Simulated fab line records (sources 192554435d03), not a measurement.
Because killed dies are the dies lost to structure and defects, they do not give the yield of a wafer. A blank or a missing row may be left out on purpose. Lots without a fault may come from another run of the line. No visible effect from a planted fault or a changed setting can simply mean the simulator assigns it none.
fab line records ; flow n5Finfet
record: lots: 7; wafers: 21
route steps=1938 shown BEOL_M9@1411 BEOL_M11@1539 BEOL_M12@1609 BEOL_M13@1662
startH: the number of hours between the record's first day and the start of the first shown wafer of the lot ; waitH: hours since the lot's step before ; " the same as in the row above ; L1.1+2: a row that stands for several wafers ; - no value present, or no start provided ; * or withheld: withheld ; < > ~ a bound
route shown NAME@n: names a module that has steps shown in the file, with the first one's number in the route ; usual: mean and standard deviation over wafers with no fault ; same: alike in all rows ; chamber/n: place in a boat ; sites: readings site by site ; _std_site: how widely they spread, as a standard deviation ; _edge_site: outer sites' mean less inner sites' ; radiusMm: how far each site lies from the wafer's centre ; mask NAME#n: copy n ; behind: tool/chamber where the wafer was last shaped ; hold: why the lot went on hold/how many hours it stayed there/how the hold came to an end ; device: the transistor (n, p or np) that didn't switch ; end of line: at the end of the route, the tests of the same wafers ; a step with no rows: only its recipe ; killed: count of dies lost to structure and defects at first sort (not the wafer's yield) ; map: a wafer's dies, marking killed ones x, the rest . and places with no die _
set.NAME: the setting that was run; set.NAME@STEP: the one run at that earlier step ; model.NAME: the simulator's own value behind a step, which no gauge read
lots whose settings were changed on purpose; a table a step, a row a wafer
== steps ==
step: N5_BEOL_M9_EXPOSE_08
recipe: maskId: M9; na: 1.35; sourceShape: dipole; sigmaInner: 0.411; sigmaOuter: 0.611; polarization: te; doseMj: 53.75
lot.wafer;tool;chamber;startH;waitH;mask;set.doseMj
L075.3+4;arfiScanner-03;0;226.97;-;M9#0;53.75
L075.6;arfiScanner-03;0;226.97;-;M9#0;51.8
L078.3+6;arfiScanner-03;0;231.15;-;M9#0;53.75
L078.4;arfiScanner-03;0;231.15;-;M9#0;49.76
L079.3+4;arfiScanner-02;0;237.03;-;M9#0;53.75
L079.6;arfiScanner-02;0;237.03;-;M9#0;52.04
L080.1+4;arfiScanner-01;0;237.18;-;M9#0;53.75
L080.2;arfiScanner-01;0;237.18;-;M9#0;50.37
L086.2+3+5;arfiScanner-02;0;281.86;-;M9#0;53.75
L090.1+6;arfiScanner-02;0;291.87;-;M9#0;53.75
L090.4;arfiScanner-02;0;291.87;-;M9#0;56.63
L093.1+2+6;arfiScanner-02;0;327.64;-;M9#0;53.75
step: N5_BEOL_M9_PEB_09
recipe: pebTempC: withheld; pebTimeS: 60; resist: CAR-ArF
step: N5_BEOL_M9_DEVELOP_10
recipe: developTimeS: 30; developer: TMAH; resist: CAR-ArF; rinseLiquid: diw; dry: airSpin; devTempC: 23
step: N5_BEOL_M9_CD_MEAS_11
recipe: targetCdNm: 64.1; landingEnergyEv: 500; detector: seInlens; polarity: opening
usual: cdNm: 64.2/0.56
lot.wafer;tool;chamber;startH;waitH;set.doseMj@BEOL_M9_EXPOSE_08;cdNm
L075.3;cdSem-01;0;227.09;-;53.75;64.8
L075.4;cdSem-01;0;227.09;-;53.75;64.8
L075.6;cdSem-01;0;227.09;-;51.8;62.5
L078.3;cdSem-03;0;231.26;-;53.75;62.8
L078.4;cdSem-03;0;231.26;-;49.76;59.7
L078.6;cdSem-03;0;231.26;-;53.75;63.7
L079.3;cdSem-03;0;237.15;-;53.75;64.1
L079.4;cdSem-03;0;237.15;-;53.75;64.1
L079.6;cdSem-03;0;237.15;-;52.04;61.9
L080.1;cdSem-02;0;237.31;-;53.75;63.6
L080.2;cdSem-02;0;237.31;-;50.37;60.5
L080.4;cdSem-02;0;237.31;-;53.75;64.0
L086.2;cdSem-03;0;281.98;-;53.75;64.7
L086.3;cdSem-03;0;281.98;-;53.75;64.4
L086.5;cdSem-03;0;281.98;-;53.75;64.1
L090.1;cdSem-03;0;291.99;-;53.75;64.5
L090.4;cdSem-03;0;291.99;-;56.63;67.1
L090.6;cdSem-03;0;291.99;-;53.75;64.4
L093.1;cdSem-01;0;327.77;-;53.75;64.4
L093.2;cdSem-01;0;327.77;-;53.75;63.8
L093.6;cdSem-01;0;327.77;-;53.75;64.1
step: N5_BEOL_M9_DESCUM_16
recipe: chemistry: O2; timeS: 7.9; sourcePowerW: 50; biasPowerW: 20; pressureMtorr: 20; rfFrequencyHz: 2.712e+07; tempC: 40; resist: CAR-ArF; o2FlowSccm: 225
step: N5_BEOL_M9_ETCH_61
recipe: chemistry: CF4; target: SiARC; targetDepthA: 390; maskMaterial: CAR-ArF; timeS: 65; ionEnergyEv: 80; pressureMtorr: 40; sourceW: 545; biasW: 36; Ar_flow_sccm: 100; cf4FlowSccm: 100; ends: cleared
usual: etchRfOnTimeS: 65.2/1.2
lot.wafer;tool;chamber;startH;waitH;set.spinRpm@BEOL_M9_COAT_60;set.doseMj@BEOL_M9_EXPOSE_08;etchRfOnTimeS;model.BEOL_M9.cdOffsetNm;model.etch.depthNm;model.CAR-ArF_of_BEOL_M9_COAT_05.thkNm
L075.3;rieDiel-03;2;227.21;0.0;1392;53.75;69.3;0.2;31.31;54.8
L075.4;rieDiel-03;0;227.21;0.0;1392;53.75;68.3;0.8;31.38;55
L075.6;rieDiel-03;0;227.21;0.0;1500;51.8;65.4;-1.4;30.13;56
L078.3;rieDiel-06;1;231.38;0.0;1500;53.75;63.8;-1.2;30.04;56
L078.4;rieDiel-06;2;231.38;0.0;1500;49.76;65.1;-4.2;30.1;55.8
L078.6;rieDiel-06;3;231.38;0.0;1567;53.75;63.2;-0.2;29.47;56.4
L079.3;rieDiel-06;3;237.27;0.0;1500;53.75;65.2;-0.2;30.03;55.6
L079.4;rieDiel-06;0;237.27;0.0;1500;53.75;66.2;0.2;30.15;55.6
L079.6;rieDiel-06;0;237.27;0.0;1500;52.04;66.1;-2;30.05;55.8
L080.1;rieDiel-03;0;237.43;0.0;1500;53.75;65.9;-0.6;30.14;55.4
L080.2;rieDiel-03;1;237.43;0.0;1500;50.37;68.1;-3.2;30.13;55.4
L080.4;rieDiel-03;0;237.43;0.0;1573;53.75;64.3;-0.2;29.42;56
L086.2;rieDiel-01;0;282.64;0.1;1500;53.75;66.1;1;29.88;55.6
L086.3;rieDiel-01;0;282.64;0.1;1500;53.75;65.7;0.8;29.8;55.8
L086.5;rieDiel-01;0;282.64;0.1;1500;53.75;66.3;0.2;29.97;55.4
L090.1;rieDiel-06;0;292.43;0.0;1500;53.75;64.9;0.2;30.19;55.8
L090.4;rieDiel-06;2;292.43;0.0;1500;56.63;65.1;2.8;30.2;55.6
L090.6;rieDiel-06;2;292.43;0.0;1500;53.75;65.3;0.6;30.24;55.8
L093.1;rieDiel-06;0;327.91;0.0;1500;53.75;64.8;0.6;29.96;55.6
L093.2;rieDiel-06;1;327.91;0.0;1585;53.75;62.2;-0.2;29.21;56.2
L093.6;rieDiel-06;0;327.91;0.0;1585;53.75;63.1;0;29.26;56
step: N5_BEOL_M9_ETCH_62
recipe: chemistry: N2/H2; target: SOC; targetDepthA: 1100; overetchA: 220; maskMaterial: SiARC; tempC: 40; timeS: 165; ionEnergyEv: 200; pressureMtorr: 30; sourceW: 840; biasW: 150; n2FlowSccm: 200; h2FlowSccm: 200
lot.wafer;tool;chamber;startH;waitH;set.spinRpm@BEOL_M9_COAT_60;set.doseMj@BEOL_M9_EXPOSE_08;model.BEOL_M9.cdOffsetNm;model.SiARC_of_BEOL_M9_COAT_60.thkNm
L075.3;rieDiel-03;2;227.26;0.0;1392;53.75;0.2;25
L075.4;rieDiel-03;0;227.26;0.0;1392;53.75;0.8;25
L075.6;rieDiel-03;0;227.26;0.0;1500;51.8;-1.2;23.8
L078.3;rieDiel-06;1;231.43;0.0;1500;53.75;-1.4;23.6
L078.4;rieDiel-06;2;231.43;0.0;1500;49.76;-4.4;23.8
L078.6;rieDiel-06;3;231.43;0.0;1567;53.75;-0.4;23
L079.3;rieDiel-06;3;237.32;0.0;1500;53.75;-0.2;23.4
L079.4;rieDiel-06;0;237.32;0.0;1500;53.75;0.4;24
L079.6;rieDiel-06;0;237.32;0.0;1500;52.04;-2;23.8
L080.1;rieDiel-03;0;237.48;0.0;1500;53.75;-0.2;23.8
L080.2;rieDiel-03;1;237.48;0.0;1500;50.37;-3.2;24
L080.4;rieDiel-03;0;237.48;0.0;1573;53.75;0.2;23
L086.2;rieDiel-01;0;286.37;3.7;1500;53.75;0.8;23.8
L086.3;rieDiel-01;0;286.37;3.7;1500;53.75;0.6;23.6
L086.5;rieDiel-01;0;286.37;3.7;1500;53.75;0.2;23.8
L090.1;rieDiel-06;0;292.48;0.0;1500;53.75;0;24
L090.4;rieDiel-06;2;292.48;0.0;1500;56.63;2.6;24
L090.6;rieDiel-06;2;292.48;0.0;1500;53.75;0.4;24
L093.1;rieDiel-06;0;327.96;0.0;1500;53.75;0.2;23.8
L093.2;rieDiel-06;1;327.96;0.0;1585;53.75;-0.4;22.8
L093.6;rieDiel-06;0;327.96;0.0;1585;53.75;-0.2;23
step: N5_BEOL_M9_STRIP_68
recipe: chemistry: N2/H2; tempC: 40; n2FlowSccm: 200; h2FlowSccm: 200; rfFrequencyHz: 6e+07
step: N5_BEOL_M9_STRIP_67
recipe: chemistry: CF4; resist: SiARC; powerW: 300; biasPowerW: 75; pressureMtorr: 50; cf4FlowSccm: 150; rfFrequencyHz: 6e+07
step: N5_BEOL_M9_HM_OPEN_17
recipe: chemistry: Cl2/BCl3; targetDepthA: 200; overetchA: 60; target: TiN; maskMaterial: SOC; ionEnergyEv: 150; pressureMtorr: 10; icpW: 1000; biasW: 126; Cl2_flow_sccm: 53.25; bcl3FlowSccm: 21.75; Ar_flow_sccm: 25
step: N5_BEOL_M9_STRIP_19
recipe: chemistry: O2; powerW: 400; tempC: 40; pressureMtorr: 30; rfFrequencyHz: 6e+07; biasPowerW: 0; overashFraction: 0.2; o2FlowSccm: 225
step: N5_BEOL_M9_CD_MEAS_18
recipe: pitchNm: 140; targetCdNm: 70
usual: cdNm: 70.0/0.6
lot.wafer;tool;chamber;startH;waitH;set.doseMj@BEOL_M9_EXPOSE_08;cdNm
L075.3;cdSem-01;-;227.74;0.1;53.75;70.3
L075.4;cdSem-01;-;227.74;0.1;53.75;70.6
L075.6;cdSem-01;-;227.74;0.1;51.8;68.4
L078.3;cdSem-03;-;231.82;0.1;53.75;68.3
L078.4;cdSem-03;-;231.82;0.1;49.76;65.6
L078.6;cdSem-03;-;231.82;0.1;53.75;69.5
L079.3;cdSem-03;-;237.69;0.1;53.75;69.7
L079.4;cdSem-03;-;237.69;0.1;53.75;70.4
L079.6;cdSem-03;-;237.69;0.1;52.04;67.8
L080.1;cdSem-01;-;237.85;0.0;53.75;69.5
L080.2;cdSem-01;-;237.85;0.0;50.37;66.7
L080.4;cdSem-01;-;237.85;0.0;53.75;70.1
L086.2;cdSem-03;-;287.06;0.1;53.75;70.6
L086.3;cdSem-03;-;287.06;0.1;53.75;71.0
L086.5;cdSem-03;-;287.06;0.1;53.75;70.2
L090.1;cdSem-01;-;292.96;0.0;53.75;69.7
L090.4;cdSem-01;-;292.96;0.0;56.63;72.3
L090.6;cdSem-01;-;292.96;0.0;53.75;70.3
L093.1;cdSem-03;-;328.32;0.0;53.75;70.4
L093.2;cdSem-03;-;328.32;0.0;53.75;69.6
L093.6;cdSem-03;-;328.32;0.0;53.75;69.5
step: N5_BEOL_M9_COAT_63
recipe: resist: SOC; tempC: 250; timeS: 60; spinRpm: 1500; resistThkNm: 60
step: N5_BEOL_M9_COAT_64
recipe: resist: SiARC; tempC: 220; timeS: 60; spinRpm: 1500; resistThkNm: 12
step: N5_BEOL_M9_PRECLEAN_42
recipe: chemistry: residueRemover; timeS: 60; tempC: 40
step: N5_BEOL_M9_SRD_43
recipe: timeS: 30; tempC: 23; rinseLiquid: diw; dry: ipaMarangoni
step: N5_BEOL_M9_CD_MEAS_35
recipe: targetCdNm: 70; targetCdYNm: 40; polarity: opening
usual: cdNm: 69.9/0.6
lot.wafer;tool;chamber;startH;waitH;set.doseMj@BEOL_M9_EXPOSE_08;cdNm
L075.3;cdSem-02;-;228.85;0.0;53.75;70.1
L075.4;cdSem-02;-;228.85;0.0;53.75;70.5
L075.6;cdSem-02;-;228.85;0.0;51.8;68.3
L078.3;cdSem-01;-;234.07;0.0;53.75;68.4
L078.4;cdSem-01;-;234.07;0.0;49.76;65.8
L078.6;cdSem-01;-;234.07;0.0;53.75;69.6
L079.3;cdSem-02;-;238.72;0.0;53.75;69.9
L079.4;cdSem-02;-;238.72;0.0;53.75;69.8
L079.6;cdSem-02;-;238.72;0.0;52.04;68.3
L080.1;cdSem-01;-;239.11;0.0;53.75;69.2
L080.2;cdSem-01;-;239.11;0.0;50.37;66.8
L080.4;cdSem-01;-;239.11;0.0;53.75;70.2
L086.2;cdSem-02;-;292.81;0.0;53.75;70.4
L086.3;cdSem-02;-;292.81;0.0;53.75;70.5
L086.5;cdSem-02;-;292.81;0.0;53.75;69.7
L090.1;cdSem-01;-;294.38;0.0;53.75;69.8
L090.4;cdSem-01;-;294.38;0.0;56.63;72.5
L090.6;cdSem-01;-;294.38;0.0;53.75;70.3
L093.1;cdSem-03;-;330.02;0.0;53.75;70.1
L093.2;cdSem-03;-;330.02;0.0;53.75;69.7
L093.6;cdSem-03;-;330.02;0.0;53.75;69.6
step: N5_BEOL_M9_CMP_52
recipe: stopOn: SiCOH_lowk; tOverpolishS: 7; downForcePsi: 1; platenRpm: 50; clearingPlatenDownForcePsi: 1.5; clearingPlatenRpm: 50; postCmpClean: cuAlkaline; targetThkNm: 140; clearingPlatenPadVelocityMS: 0.99484; padVelocityMS: 0.99484
usual: barrierFieldEndpointS: 29.0/0.79
lot.wafer;tool;chamber;startH;waitH;set.downForcePsi;barrierFieldEndpointS
L075.4;cmp-04;3;231.79;0.2;0.8291;34.9
L075.3;cmp-04;0;231.79;0.2;1;28.9
L075.6;cmp-04;2;231.79;0.2;0.8291;35.1
L078.4;cmp-01;2;235.79;0.1;0.9337;30.4
L078.3;cmp-01;0;235.79;0.1;1;29.1
L078.6;cmp-01;2;235.79;0.1;0.9337;32.0
L079.4;cmp-01;2;241.16;0.2;1;27.4
L079.3;cmp-01;3;241.16;0.2;0.8472;32.8
L079.6;cmp-01;2;241.16;0.2;0.8472;33.7
L080.2;cmp-04;0;241.60;0.2;1;27.8
L080.1;cmp-04;1;241.60;0.2;1;30.1
L080.4;cmp-04;2;241.60;0.2;1;29.4
L086.3;cmp-02;3;296.17;0.2;1;27.9
L086.2;cmp-02;0;296.17;0.2;1;27.6
L086.5;cmp-02;2;296.17;0.2;1;28.4
L090.1;cmp-04;0;296.43;0.3;0.8509;35.0
L090.4;cmp-04;1;296.43;0.3;1;29.8
L090.6;cmp-04;3;296.43;0.3;1;29.5
L093.2;cmp-01;1;332.00;0.2;1;29.3
L093.1;cmp-01;0;332.00;0.2;1;28.5
L093.6;cmp-01;2;332.00;0.2;1;29.4
step: N5_BEOL_M11_PECVD_70
recipe: material: SiO2; targetThkA: 200; tempC: 400; precursor: TEOS/O2; pressureTorr: 5.5; rfW: 450; teosFlowSccm: 53.8; gas: O2; flowSccm: 3000; timeS: 22.7
lot.wafer;tool;chamber;startH;waitH;set.timeS;model.SiO2_of_BEOL_M11_PECVD_70.thkNm
L075.3;pecvd-04;2;239.93;0.0;22.7;19.8
L075.4;pecvd-04;1;239.93;0.0;23.61;21
L075.6;pecvd-04;0;239.93;0.0;23.61;20.8
L078.3;pecvd-03;1;243.93;0.0;25.57;22.2
L078.4;pecvd-03;2;243.93;0.0;25.57;22.4
L078.6;pecvd-03;1;243.93;0.0;25.57;22.6
L079.3;pecvd-03;0;250.96;0.0;22.7;20.2
L079.4;pecvd-03;1;250.96;0.0;23.58;20.8
L079.6;pecvd-03;0;250.96;0.0;23.58;21
L080.1;pecvd-04;0;253.03;0.0;25.9;22.6
L080.2;pecvd-04;1;253.03;0.0;25.9;22.4
L080.4;pecvd-04;2;253.03;0.0;25.9;23.6
L086.2+5;pecvd-03;0,2;306.82;0.0;22.7;20
L086.3;pecvd-03;2;306.82;0.0;22.7;19.6
L090.1;pecvd-04;2;306.86;0.0;23.85;20.6
L090.4;pecvd-04;2;306.86;0.0;22.7;20
L090.6;pecvd-04;1;306.86;0.0;22.7;19.6
L093.1+2;pecvd-03;0,1;341.47;0.1;22.7;19.8
L093.6;pecvd-03;1;341.47;0.1;25.05;22.4
step: N5_BEOL_M11_HM_DEP_02
recipe: material: TiN; targetThkA: 200; tempC: 25; chamberPressurePa: 0.49996
step: N5_BEOL_M11_COAT_59
recipe: resist: SOC; tempC: 250; timeS: 60; spinRpm: 1500; resistThkNm: 100
step: N5_BEOL_M11_STRIP_77
recipe: chemistry: N2/H2; timeS: 10; powerW: 450; tempC: 40; pressureMtorr: 20; rfFrequencyHz: 6e+07; biasPowerW: 7; n2FlowSccm: 200; h2FlowSccm: 200
step: N5_BEOL_M11_HM_STRIP_39
recipe: chemistry: peroxideTinStrip; material: TiN; targetDepthA: 250; tempC: 50; timeS: 158
lot.wafer;tool;chamber;startH;waitH;set.timeS@BEOL_M11_PECVD_70;model.SiO2_of_BEOL_M11_PECVD_70.thkNm
L075.3;wetBench-02;3;244.28;0.0;22.7;19.8
L075.4;wetBench-02;2;244.28;0.0;23.61;20.8
L075.6;wetBench-02;6;244.28;0.0;23.61;20.6
L078.3;wetBench-04;2;248.48;0.0;25.57;22
L078.4;wetBench-04;5;248.48;0.0;25.57;22.2
L078.6;wetBench-04;0;248.48;0.0;25.57;22.4
L079.3;wetBench-04;7;254.65;0.0;22.7;20
L079.4+6;wetBench-04;4,5;254.65;0.0;23.58;20.8
L080.1;wetBench-03;3;256.15;0.0;25.9;22.4
L080.2;wetBench-03;4;256.15;0.0;25.9;22.2
L080.4;wetBench-03;2;256.15;0.0;25.9;23.6
L086.2+5;wetBench-03;7,6;311.61;0.0;22.7;19.8
L086.3;wetBench-03;1;311.61;0.0;22.7;19.4
L090.1;wetBench-02;6;312.52;0.0;23.85;20.4
L090.4;wetBench-02;7;312.52;0.0;22.7;19.8
L090.6;wetBench-02;0;312.52;0.0;22.7;19.4
L093.1;wetBench-04;0;352.33;0.0;22.7;19.8
L093.2;wetBench-04;4;352.33;0.0;22.7;19.6
L093.6;wetBench-04;2;352.33;0.0;25.05;22.2
step: N5_BEOL_M12_PEB_08
recipe: pebTempC: 130; pebTimeS: 90
lot.wafer;tool;chamber;startH;waitH;set.pebTimeS
L075.3+4+6;lithoTrack-02;0;247.93;0.0;83.1
L078.3;lithoTrack-02;0;252.98;0.0;77.95
L078.4+6;lithoTrack-02;0;252.98;0.0;90
L079.3+4+6;lithoTrack-02;0;257.82;0.0;90
L080.1+2;lithoTrack-02;0;262.80;0.1;73.71
L080.4;lithoTrack-02;0;262.80;0.1;90
L086.2+3+5;lithoTrack-04;0;315.90;0.0;90
L090.1+4+6;lithoTrack-02;0;316.62;0.1;90
L093.1+6;lithoTrack-01;0;355.88;0.1;79.77
L093.2;lithoTrack-01;0;355.88;0.1;90
step: N5_BEOL_M12_DEVELOP_09
recipe: developTimeS: 45; rinseLiquid: diw; dry: airSpin; devTempC: 21
step: N5_BEOL_M12_HARDBAKE_14
recipe: tempC: 130; timeS: 120
step: N5_BEOL_M12_CD_MEAS_10
recipe: targetCdNm: 140; landingEnergyEv: 500; detector: seInlens; polarity: opening
usual: cdNm: 140.3/1.8
lot.wafer;tool;chamber;startH;waitH;set.pebTimeS@BEOL_M12_PEB_08;cdNm
L075.3;cdSem-03;0;248.05;-;83.1;136.2
L075.4;cdSem-03;0;248.05;-;83.1;137.0
L075.6;cdSem-03;0;248.05;-;83.1;137.5
L078.3;cdSem-02;0;253.09;-;77.95;135.2
L078.4;cdSem-02;0;253.09;-;90;141.9
L078.6;cdSem-02;0;253.09;-;90;141.1
L079.3;cdSem-03;0;257.93;-;90;139.1
L079.4;cdSem-03;0;257.93;-;90;140.4
L079.6;cdSem-03;0;257.93;-;90;138.7
L080.1;cdSem-01;0;262.91;-;73.71;133.0
L080.2;cdSem-01;0;262.91;-;73.71;134.4
L080.4;cdSem-01;0;262.91;-;90;139.0
L086.2;cdSem-02;0;316.02;-;90;140.3
L086.3;cdSem-02;0;316.02;-;90;139.8
L086.5;cdSem-02;0;316.02;-;90;140.6
L090.1;cdSem-02;0;316.73;-;90;141.0
L090.4;cdSem-02;0;316.73;-;90;141.1
L090.6;cdSem-02;0;316.73;-;90;139.7
L093.1;cdSem-03;0;356.00;-;79.77;142.0
L093.2;cdSem-03;0;356.00;-;90;144.8
L093.6;cdSem-03;0;356.00;-;79.77;140.4
step: N5_BEOL_M12_STRIP_71
recipe: chemistry: postEtchResidueRemover; timeS: 60; tempC: 25; removerPh: withheld; removerWaterWtPct: withheld; removerFluorideWtPct: withheld
step: N5_BEOL_M12_SRD_72
recipe: timeS: 30; tempC: 23; rinseLiquid: diw; dry: n2Spin; spinRpm: 1500; dryTimeS: 30
step: N5_BEOL_M12_CD_MEAS_17
recipe: targetCdNm: 140; polarity: opening
usual: cdNm: 140.6/2.1
lot.wafer;tool;chamber;startH;waitH;set.pebTimeS@BEOL_M12_PEB_08;cdNm
L075.3;cdSem-03;-;248.87;0.0;83.1;137.3
L075.4;cdSem-03;-;248.87;0.0;83.1;137.7
L075.6;cdSem-03;-;248.87;0.0;83.1;137.4
L078.3;cdSem-03;-;253.68;0.0;77.95;136.1
L078.4;cdSem-03;-;253.68;0.0;90;142.1
L078.6;cdSem-03;-;253.68;0.0;90;141.1
L079.3;cdSem-03;-;258.52;0.0;90;138.6
L079.4;cdSem-03;-;258.52;0.0;90;139.8
L079.6;cdSem-03;-;258.52;0.0;90;140.1
L080.1;cdSem-01;-;263.49;0.0;73.71;133.2
L080.2;cdSem-01;-;263.49;0.0;73.71;133.8
L080.4;cdSem-01;-;263.49;0.0;90;139.1
L086.2;cdSem-03;-;316.60;0.0;90;140.2
L086.3;cdSem-03;-;316.60;0.0;90;141.2
L086.5;cdSem-03;-;316.60;0.0;90;142.6
L090.1;cdSem-02;-;317.32;0.0;90;141.3
L090.4;cdSem-02;-;317.32;0.0;90;140.2
L090.6;cdSem-02;-;317.32;0.0;90;140.2
L093.1;cdSem-02;-;356.58;0.0;79.77;141.3
L093.2;cdSem-02;-;356.58;0.0;90;144.8
L093.6;cdSem-02;-;356.58;0.0;79.77;140.7
step: N5_BEOL_M13_COAT_04
recipe: spinRpm: 1625; resistThkNm: 400
lot.wafer;tool;chamber;startH;waitH;set.spinRpm;model.coat_of_BEOL_M13_COAT_04.thkNm
L075.3;lithoTrack-05;0;-;-;1787;381.6
L075.4;lithoTrack-05;0;-;-;1625;400.2
L075.6;lithoTrack-05;0;-;-;1787;382.2
L078.3;lithoTrack-05;0;-;-;1625;400
L078.4;lithoTrack-05;0;-;-;1625;401.6
L078.6;lithoTrack-05;0;-;-;1545;411
L079.3;lithoTrack-04;0;-;-;1625;400.4
L079.4;lithoTrack-04;0;-;-;1625;400.2
L079.6;lithoTrack-04;0;-;-;1456;423.8
L080.1;lithoTrack-03;0;-;-;1762;384
L080.2;lithoTrack-03;0;-;-;1625;398.8
L080.4;lithoTrack-03;0;-;-;1762;384.4
L086.2;lithoTrack-05;0;-;-;1625;401
L086.3;lithoTrack-05;0;-;-;1625;399.8
L086.5;lithoTrack-05;0;-;-;1625;402.4
L090.1;lithoTrack-05;0;-;-;1625;402.2
L090.4;lithoTrack-05;0;-;-;1625;401.4
L090.6;lithoTrack-05;0;-;-;1455;425.4
L093.1;lithoTrack-03;0;-;-;1793;381.8
L093.2+6;lithoTrack-03;0;-;-;1625;400.4
== key ==
split: step: N5_BEOL_M9_EXPOSE_08; setting: doseMj; stated: 53.75; by: wafer
response: step: N5_BEOL_M9_CD_MEAS_11; reading: cdNm; change: +0.521; per: 1%; r: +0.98
response: step: N5_BEOL_M9_ETCH_61; reading: model.BEOL_M9.cdOffsetNm; change: +0.475; per: 1%; r: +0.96
response: step: N5_BEOL_M9_ETCH_62; reading: model.BEOL_M9.cdOffsetNm; change: +0.49; per: 1%; r: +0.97
response: step: N5_BEOL_M9_CD_MEAS_18; reading: cdNm; change: +0.485; per: 1%; r: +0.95
response: step: N5_BEOL_M9_CD_MEAS_35; reading: cdNm; change: +0.465; per: 1%; r: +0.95
split: step: N5_BEOL_M9_CMP_52; setting: downForcePsi; stated: 1; by: wafer
response: step: N5_BEOL_M9_CMP_52; reading: barrierFieldEndpointS; change: -0.36; per: 1%; r: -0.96
split: step: N5_BEOL_M11_PECVD_70; setting: timeS; stated: 22.7; by: wafer
response: step: N5_BEOL_M11_PECVD_70; reading: model.SiO2_of_BEOL_M11_PECVD_70.thkNm; change: +0.232; per: 1%; r: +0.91
response: step: N5_BEOL_M11_HM_STRIP_39; reading: model.SiO2_of_BEOL_M11_PECVD_70.thkNm; change: +0.224; per: 1%; r: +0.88
split: step: N5_BEOL_M12_PEB_08; setting: pebTimeS; stated: 90; by: wafer
response: step: N5_BEOL_M12_CD_MEAS_10; reading: cdNm; change: +0.348; per: 1%; r: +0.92
response: step: N5_BEOL_M12_CD_MEAS_17; reading: cdNm; change: +0.342; per: 1%; r: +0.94
split: step: N5_BEOL_M13_COAT_04; setting: spinRpm; stated: 1625; by: wafer
response: step: N5_BEOL_M13_COAT_04; reading: model.coat_of_BEOL_M13_COAT_04.thkNm; change: -2; per: 1%; r: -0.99
split outsideThisFile step=N5_BEOL_M9_COAT_60 setting=spinRpm
split outsideThisFile: this setting was split too, and the file shows its column; the key of that split is in another file
